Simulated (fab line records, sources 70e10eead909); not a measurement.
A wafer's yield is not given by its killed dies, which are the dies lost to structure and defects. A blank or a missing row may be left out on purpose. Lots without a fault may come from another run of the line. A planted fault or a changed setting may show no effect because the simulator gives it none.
Comparing a struck lot with a sound one / flow nand_harc / 15 out of 1302 route steps
Sound: these wafers, L557.1, L557.5, L557.6. Wafers struck: L558.3, L558.4, L558.6. At the end, the cause is stated.
At each step with rows: each side's tool, then ch and its chambers, then its first start. Under that, the readings that differ: sound wafers / struck wafers / difference of the means / sigmas: that difference in standard deviations of wafers without a fault.
alike: readings whose means differ by less than 2 such deviations, and words and numbers that are the same on both sides. not compared: withheld readings, readings that some wafer has no value for, bounds like >300 that may hide the same value, and numbers for which the record gives no deviation and whose values overlap.
A row with sigmas, a row that says differs or no value, or rows on one side alone: a step with any of these is where the two part. Numbers that don't overlap but have no deviation are shown without sigmas and don't part them. A reading that every wafer of one side lacks parts them only if that side has two wafers or more.

NHARC_P_M2_OVL_MEAS_10: pitch 340 nm.
  struck on overlay-01, day 9 18:04; sound on overlay-01, day 9 04:31
  alike: overlay_x_nm, overlay_y_nm
NHARC_P_M2_INSPECT_11:
  struck on defect_inspect-02, day 9 18:07; sound on defect_inspect-02, day 9 04:33
  alike: raw_defect_count
NHARC_P_M2_DESCUM_14: chemistry O2, time 3 s.
  sound on rie_diel-05 ch 0,1,3, day 9 04:38; struck on rie_diel-06 ch 1,3, day 9 18:10
  alike: drypump_motor_current_A, mfc_ar_sccm, oes_product_au, rf_vpp_V, showerhead_plenum_p_Torr, throttle_valve_pct
  not compared: rf_hours_counter_h
NHARC_P_M2_ETCH_35: etches the open film in N2/H2, target depth 40 nm, overetch 12 nm, time 43.94 s.
  sound on rie_diel-05 ch 0,1,3, day 9 04:43; struck on rie_diel-06 ch 0,2,3, day 9 18:15
  alike: drypump_motor_current_A, mfc_ar_sccm, oes_product_au, rf_vpp_V, showerhead_plenum_p_Torr, throttle_valve_pct
  not compared: rf_hours_counter_h
then, 1 step without rows for these wafers: NHARC_P_M2_ETCH_15 (etches the open film in C4F8/Ar, target depth 182.5 nm, time 91.2 s).
NHARC_P_M2_CD_MEAS_16:
  struck on cd_sem-01, day 9 18:29; sound on cd_sem-01, day 9 04:55
  alike: cd_nm
NHARC_P_M2_STRIP_18: strips in N2/H2.
  sound on rie_diel-04 ch 0,2,3, day 9 05:02; struck on rie_diel-04 ch 2,3, day 9 18:34
  alike: drypump_motor_current_A, mfc_ar_sccm, oes_product_au, rf_vpp_V, showerhead_plenum_p_Torr, throttle_valve_pct
  not compared: rf_hours_counter_h
then, 2 steps without rows for these wafers: NHARC_P_M2_ETCH_28 (etches the open film in CF4/N2, target depth 30 nm, time 72.99 s); NHARC_P_M2_STRIP_19 (strips in post etch residue remover, time 600 s).
NHARC_P_M2_DEGAS_29: time 60 s.
  struck on pvd_sputter-01, day 9 19:13; sound on pvd_sputter-01, day 9 05:38
  alike: heater_power_w
then, 1 step without rows for these wafers: NHARC_P_M2_PRE_CLEAN_30 (time 30 s).
NHARC_P_M2_PVD_20: deposits TaN, target thk 5 nm, time 8.06 s.
  sound on pvd_sputter-01; struck on pvd_sputter-01
  alike: bias_v, cathode_dc_power_W, throttle_valve_pct
NHARC_P_M2_PVD_21: deposits Cu, target thk 30 nm, time 20.49 s.
  struck on pvd_sputter-01, day 9 19:27; sound on pvd_sputter-01, day 9 05:53
  no value came back on the struck wafers for cathode_dc_power_W (W), chamber_pressure_pa (Pa), throttle_valve_pct (%); on the sound wafers cathode_dc_power_W (W) reads 5000.4 4999.9 4999.3
then, 2 steps without rows for these wafers: NHARC_P_M2_ECD_22 (material Cu, target thk 400 nm); NHARC_END_SORT_01.

## WHERE THEY PART
Only at NHARC_P_M2_PVD_21, within this record.

WHY: the cause the simulator had injected
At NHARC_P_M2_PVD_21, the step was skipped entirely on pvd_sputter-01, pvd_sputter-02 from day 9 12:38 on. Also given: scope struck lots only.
